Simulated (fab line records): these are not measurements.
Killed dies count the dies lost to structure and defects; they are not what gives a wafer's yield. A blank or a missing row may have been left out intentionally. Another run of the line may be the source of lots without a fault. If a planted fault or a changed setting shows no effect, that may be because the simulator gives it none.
Code-filled problem report in 8D (eight disciplines) form / flow n5_finfet / the parts of the form that need people (team, actions taken, sign-off) are left out

## 1. WHAT WENT WRONG
plate_temp_C at N5_FIN_CUT_COAT_18 reads a mean of 224.46 C on 6 wafers of 2 lots; wafers without a fault read 249.99 C with a standard deviation of 0.17. That is -99 or more standard deviations from the usual mean.
The step: time 60 s, resist thk 230 nm.
Seen first at day 5 14:50 on litho_track-03, wafer L831.2. The record has a number at this step for 12 wafers belonging to 4 lots. The rule behind "out" and "out of limits": a value lying over 4 standard deviations away from the usual mean. The other wafers with a number count as sound.

## 2. WHAT IT IS, AND WHAT IT ISN'T
question=which readings at this step | is=plate_temp_C, heater_power_total_W | is not=-
question=which lots | is=L831, L836 | is not=L826, L840
question=which wafers of those lots | is=all that have a number | is not=-
question=read on which tools | is=litho_track-03 | is not=litho_track-04
question=when | is=from day 5 14:50 | is not=up to then (3 sound wafers); but 3 sound wafers of L840 came after

## 3. SUSPECTS, AND WHAT RULES EACH OUT
Counting: a tool at any process step up to the reading remains a suspect when it ran all the lots that are out and ran no sound lot after the first of those.
- litho_track-03 at N5_FIN_CUT_COAT_18 (time 60 s, resist thk 230 nm): kept. It ran every lot that is out, first L831 (day 5 14:50), and no sound lot after that; its last sound lot up to then is L826 (day 4 09:50). Its own readings are out on those wafers: heater_power_total_W, plate_temp_C.
The count leaves litho_track-03 at N5_FIN_CUT_COAT_18.

## 4. THE CAUSE (what the simulator had put in)
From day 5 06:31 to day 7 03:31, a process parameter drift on litho_track-03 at N5_FIN_CUT_COAT_18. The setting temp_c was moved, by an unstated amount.
Counting left only this tool.

## 5. SEQUENCE OF EFFECTS, ordered by route
One row per reading whose mean, taken over the struck wafers that have a number, lies over 3 standard deviations from the usual. Readings are gone through only where the record gives a usual standard deviation; hours: the median, over the lots, of the time from a lot's start at the first step in this table giving one to that lot's start at this step; sigmas: the change measured in usual standard deviations.
hours=0; step=N5_FIN_CUT_COAT_18; reading=heater_power_total_W; usual=500.4 W; on struck wafers=438.8; change=-61.6; sigmas=-32
hours=0; step=N5_FIN_CUT_COAT_18; reading=plate_temp_C; usual=249.99 C; on struck wafers=224.46; change=-25.53; sigmas=-99 or more
Its process steps:
- N5_FIN_CUT_COAT_18: time 60 s, resist thk 230 nm.
Later measuring or inspecting steps at which every struck wafer that the step has a row for has a number for every such reading, and none has moved that far: N5_BEOL_M4_RC_MEAS_101.

## 6. WHAT WOULD HAVE CAUGHT IT SOONER
First out-of-limits reading in this record: day 5 14:50, which is 8 hours after fault onset at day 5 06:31.
